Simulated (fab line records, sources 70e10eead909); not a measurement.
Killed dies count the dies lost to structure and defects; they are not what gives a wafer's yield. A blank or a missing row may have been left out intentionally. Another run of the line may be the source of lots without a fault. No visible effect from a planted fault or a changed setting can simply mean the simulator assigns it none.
Which tool is to blame? | flow nandHarc | 11 lots with 33 wafers sampled at 6 steps, on a route of 1159 steps

## WHAT THE GAUGES READ, wafer by wafer
NHARC_A_CONTACT_INSPECT_23. Usual: 436 for rawDefectCount, sd 110.
lot  | measured     | on               | rawDefectCount | flag
L605 | day 17 01:57 | defectInspect-02 | 425 349 446    | 
L604 | day 17 11:13 | defectInspect-01 | 471 434 660    | 
L606 | day 18 00:11 | defectInspect-02 | 385 476 400    | 
L610 | day 18 12:41 | defectInspect-01 | 344 396 350    | 
L613 | day 19 01:04 | defectInspect-01 | 525 279 511    | 
L615 | day 19 15:26 | defectInspect-02 | 438 622 541    | 
L614 | day 19 17:02 | defectInspect-02 | 367 350 429    | 
L623 | day 21 20:19 | defectInspect-02 | 2546 2475 2540 | OFF
L626 | day 22 19:13 | defectInspect-01 | 2669 2627 2550 | OFF
L624 | day 22 23:31 | defectInspect-02 | 2742 2688 2625 | OFF
L627 | day 23 07:19 | defectInspect-02 | 317 449 501    | 

NHARC_A_BLC_OVL_MEAS_11. Usual: overlayXNm 0.0 nm, standard deviation 0.73; overlayYNm 0.1 nm, standard deviation 0.78.
lot  | measured     | on         | overlayXNm (nm) | overlayYNm (nm) | flag
L605 | day 17 02:34 | overlay-01 | 1.2 0.9 1.4     | -1.5 -1.2 -1.1  | 
L604 | day 17 11:49 | overlay-02 | -0.2 0.0 -0.2   | 0.5 0.9 0.3     | 
L606 | day 18 00:46 | overlay-01 | -1.1 -1.3 -1.2  | -0.2 -0.3 -0.3  | 
L610 | day 18 13:09 | overlay-01 | 0.1 0.5 0.6     | 0.6 1.2 0.8     | 
L613 | day 19 01:39 | overlay-02 | 1.4 1.6 1.2     | 0.9 1.7 1.5     | 
L615 | day 19 15:55 | overlay-01 | 0.9 0.7 1.1     | -1.5 -1.0 -0.7  | 
L614 | day 19 17:31 | overlay-01 | -0.7 0.2 -0.4   | -0.9 -0.3 -0.5  | 
L627 | day 23 07:47 | overlay-02 | -1.2 -1.4 -0.9  | 0.2 -0.5 0.1    | 

NHARC_END_SORT_01. Usual: killedAtArray 27, standard deviation 10; killedAtOther 0.6, standard deviation 0.83; killedAtPeriphery 2.4, standard deviation 1.8; killedDies 30, standard deviation 10; killedOpen 3.3, standard deviation 1.7; killedShort 1.8, standard deviation 1.4.
lot  | measured     | on        | killedAtArray | killedAtOther | killedAtPeriphery | killedDies  | killedOpen | killedShort | flag
L623 | day 24 01:17 | prober-01 | 673 674 674   | 0 1 0         | 4 2 3             | 677 677 677 | 4 4 4      | 3 1 2       | OFF
L626 | day 24 18:47 | prober-02 | 669 671 670   | 1 0 0         | 7 6 7             | 677 677 677 | 7 1 2      | 2 5 0       | OFF
L624 | day 24 19:37 | prober-01 | 671 672 674   | 4 2 0         | 2 3 3             | 677 677 677 | 8 4 6      | 2 1 1       | OFF

## WHAT TOOL EACH LOT RAN ON (gives the tool, then ch and the chambers of the sampled wafers, and finally the start)
lot  | NHARC_A_CONTACT_ETCH_30                      | NHARC_A_CONTACT_ETCH_98                      | NHARC_A_CONTACT_CMP_20
L605 | rieDiel-13 ch 0,1, day 17 01:35 or earlier   | rieDiel-13 ch 0,1,3, day 17 01:35 or earlier | cmp-02 ch 0,1,2, day 17 01:35
L604 | rieDiel-10 ch 0,2, day 17 10:49 or earlier   | rieDiel-13 ch 0,1,3, day 17 10:49 or earlier | cmp-02 ch 0,1, day 17 10:49
L606 | rieDiel-12 ch 2,3, day 17 23:50 or earlier   | rieDiel-10 ch 0,1,3, day 17 23:50 or earlier | cmp-04 ch 0,2,3, day 17 23:50
L610 | rieDiel-12 ch 0,1,2, day 18 12:16 or earlier | rieDiel-12 ch 0,1,3, day 18 12:16 or earlier | cmp-03 ch 0,1, day 18 12:16
L613 | rieDiel-13 ch 0,1,2, day 18 18:45            | rieDiel-10 ch 0,1,3, day 19 00:39 or earlier | cmp-03 ch 0,1,3, day 19 00:39
L615 | rieDiel-12 ch 0,2,3, day 19 15:05 or earlier | rieDiel-12 ch 0,1,3, day 19 15:05 or earlier | cmp-03 ch 1,2,3, day 19 15:05
L614 | rieDiel-10 ch 0,1,3, day 19 16:40 or earlier | rieDiel-12 ch 1,2,3, day 19 16:40 or earlier | cmp-02 ch 1,2,3, day 19 16:40
L623 | rieDiel-12 ch 0,1, day 21 19:54 or earlier   | rieDiel-10 ch 1,2,3, day 21 19:54 or earlier | cmp-03 ch 0,1, day 21 19:54
L626 | rieDiel-12 ch 0,1,2, day 22 18:50 or earlier | rieDiel-12 ch 1,2,3, day 22 18:50 or earlier | cmp-04 ch 0,1,3, day 22 18:50
L624 | rieDiel-10 ch 0,1,2, day 22 23:07 or earlier | rieDiel-12 ch 0,1,2, day 22 23:07 or earlier | cmp-04 ch 0,1,3, day 22 23:07
L627 | rieDiel-12 ch 0,1,3, day 23 06:55 or earlier | rieDiel-12 ch 0,1, day 23 06:55 or earlier   | cmp-03 ch 0,1,3, day 23 06:55
- NHARC_A_CONTACT_ETCH_30: etches the open film in CF4/CHF3, target depth 60.5 nm, time 30.2 s.
- NHARC_A_CONTACT_ETCH_98: etches the open film in C4F6/O2, target depth 20 nm, time 10 s.
- NHARC_A_CONTACT_CMP_20: polishes, t overpolish 30 s, target thk 300 nm.

## AS READ BY THE TOOLS THEMSELVES (means over the sampled wafers that have a number; for cases with no such wafer, the mark the record gives instead)
NHARC_A_CONTACT_ETCH_30. Usual: drypumpMotorCurrentA 5.7 A, standard deviation 0.34; oesProductAu 0.933 a.u., standard deviation 0.022; rfFwdPowerW 491.4 W, standard deviation 2.8; rfVppV 370.6 V, standard deviation 2.2; showerheadPlenumPTorr 1.57 Torr, standard deviation 0.065; throttleValvePct 16.804 %, standard deviation 0.0086.
lot  | tool       | drypumpMotorCurrentA (A) | oesProductAu (a.u.) | rfFwdPowerW (W) | rfVppV (V) | showerheadPlenumPTorr (Torr) | throttleValvePct (%) | flag
L605 | rieDiel-13 | 5.4                      | 0.940               | 494.0           | 373.1      | 1.63                         | 16.803               | 
L604 | rieDiel-10 | 5.8                      | 0.936               | 493.9           | 370.2      | 1.56                         | 16.792               | 
L606 | rieDiel-12 | 5.8                      | 0.933               | 489.8           | 371.0      | 1.55                         | 16.808               | 
L610 | rieDiel-12 | 5.5                      | 0.931               | 489.9           | 369.5      | 1.55                         | 16.808               | 
L613 | rieDiel-13 | 5.4                      | 0.935               | 492.4           | 372.5      | 1.61                         | 16.799               | 
L615 | rieDiel-12 | 5.7                      | 0.919               | 490.7           | 371.1      | 1.58                         | 16.805               | 
L614 | rieDiel-10 | 6.2                      | 0.930               | 492.2           | 373.4      | 1.65                         | 16.797               | 
L623 | rieDiel-12 | 5.4                      | 0.959               | 490.4           | 371.3      | 1.58                         | 16.801               | 
L626 | rieDiel-12 | 5.5                      | 0.963               | 490.1           | 370.1      | 1.54                         | 16.802               | 
L624 | rieDiel-10 | 6.1                      | 0.922               | 494.4           | 370.9      | 1.61                         | 16.801               | 
L627 | rieDiel-12 | 5.5                      | 0.955               | 490.4           | 371.1      | 1.57                         | 16.808               | 

NHARC_A_CONTACT_ETCH_98. Usual: value, then standard deviation, for each; drypumpMotorCurrentA 5.7 A / 0.35; o2FlowSccm 20.01 sccm / 0.058; oesProductAu 0.960 a.u. / 0.024; rfFwdPowerW 586.1 W / 2.2; rfVppV 547 V / 3.5; showerheadPlenumPTorr 3.92 Torr / 0.16; throttleValvePct 26.904 % / 0.0094.
lot  | tool       | drypumpMotorCurrentA (A) | o2FlowSccm (sccm) | oesProductAu (a.u.) | rfFwdPowerW (W) | rfVppV (V) | showerheadPlenumPTorr (Torr) | throttleValvePct (%) | flag
L605 | rieDiel-13 | 5.3                      | 19.98             | 0.978               | 586.9           | 546        | 3.90                         | 26.900               | 
L604 | rieDiel-13 | 5.3                      | 20.01             | 1.012               | 585.0           | 547        | 3.90                         | 26.902               | 
L606 | rieDiel-10 | 6.2                      | 20.03             | 0.986               | 586.5           | 551        | 4.11                         | 26.899               | 
L610 | rieDiel-12 | 5.6                      | 19.97             | 0.956               | 585.0           | 547        | 3.92                         | 26.900               | 
L613 | rieDiel-10 | 6.2                      | 19.92             | 1.010               | 587.3           | 550        | 4.10                         | 26.895               | 
L615 | rieDiel-12 | 5.6                      | 20.00             | 0.946               | 586.5           | 547        | 3.92                         | 26.906               | 
L614 | rieDiel-12 | 5.7                      | 20.07             | 0.940               | 583.9           | 545        | 3.85                         | 26.904               | 
L623 | rieDiel-10 | 6.0                      | 20.01             | 0.949               | 586.6           | 548        | 3.98                         | 26.904               | 
L626 | rieDiel-12 | 5.7                      | 20.02             | 0.955               | 583.9           | 546        | 3.84                         | 26.906               | 
L624 | rieDiel-12 | 5.5                      | 20.02             | 0.964               | 585.2           | 545        | 3.85                         | 26.905               | 
L627 | rieDiel-12 | 5.4                      | 20.04             | 0.956               | 586.9           | 547        | 3.92                         | 26.901               | 

NHARC_A_CONTACT_CMP_20. Usual: edgeZonePressureFrac 1.000, standard deviation 0.0045; motorCurrentA 11.2 A, standard deviation 0.86; overpolishRunS 30.001 s, standard deviation 0.0089; timeToEndpointS 59 s, standard deviation 4.4.
lot  | tool   | edgeZonePressureFrac | motorCurrentA (A) | overpolishRunS (s) | timeToEndpointS (s) | flag
L605 | cmp-02 | 0.995                | 10.5              | 30.005             | 56                  | 
L604 | cmp-02 | 0.995                | 11.0              | 30.002             | 53                  | 
L606 | cmp-04 | 1.004                | 10.9              | 29.995             | 59                  | 
L610 | cmp-03 | 0.998                | 12.0              | 30.002             | 62                  | 
L613 | cmp-03 | 1.002                | 11.1              | 30.007             | 59                  | 
L615 | cmp-03 | 1.004                | 11.0              | 30.001             | 60                  | 
L614 | cmp-02 | 1.003                | 10.9              | 29.997             | 62                  | 
L623 | cmp-03 | -                    | -                 | -                  | -                   | OFF
L626 | cmp-04 | -                    | -                 | -                  | -                   | OFF
L624 | cmp-04 | -                    | -                 | -                  | -                   | OFF
L627 | cmp-03 | 0.999                | 11.4              | 29.996             | 63                  | 

## THE ANSWER, worked out from the rows above alone
Rule: a lot is off if the mean of its wafers that have a number lies more than 3 standard deviations from the usual mean. Also off: a lot with no number at a reading for which 4 or more lots have one. All remaining lots with rows at the step are treated as sound. Order of review: gauges by route order, followed by the tools' own readings, for which a lot's mean as printed above is used. At the first step where some lot is off, the reading lying furthest off is the one used; lots without a number count as furthest.
Off: L623, L626, L624 (NHARC_A_CONTACT_INSPECT_23, rawDefectCount).
If a tool, at a process step before that reading, ran all the lots that are off and no sound lot after the first of them, it fits. The gauges at NHARC_A_CONTACT_INSPECT_23 aren't tried: what is off there is off at NHARC_END_SORT_01 too, on other tools, and a gauge's error can't cause that. With no start given for some of its lots, NHARC_A_CONTACT_ETCH_30 uses the hours and lot order of NHARC_A_CONTACT_CMP_20. With no start given for some of its lots, NHARC_A_CONTACT_ETCH_98 uses the hours and lot order of NHARC_A_CONTACT_CMP_20. None of those tried fits.

## WHAT WAS PUT IN BY THE SIMULATOR
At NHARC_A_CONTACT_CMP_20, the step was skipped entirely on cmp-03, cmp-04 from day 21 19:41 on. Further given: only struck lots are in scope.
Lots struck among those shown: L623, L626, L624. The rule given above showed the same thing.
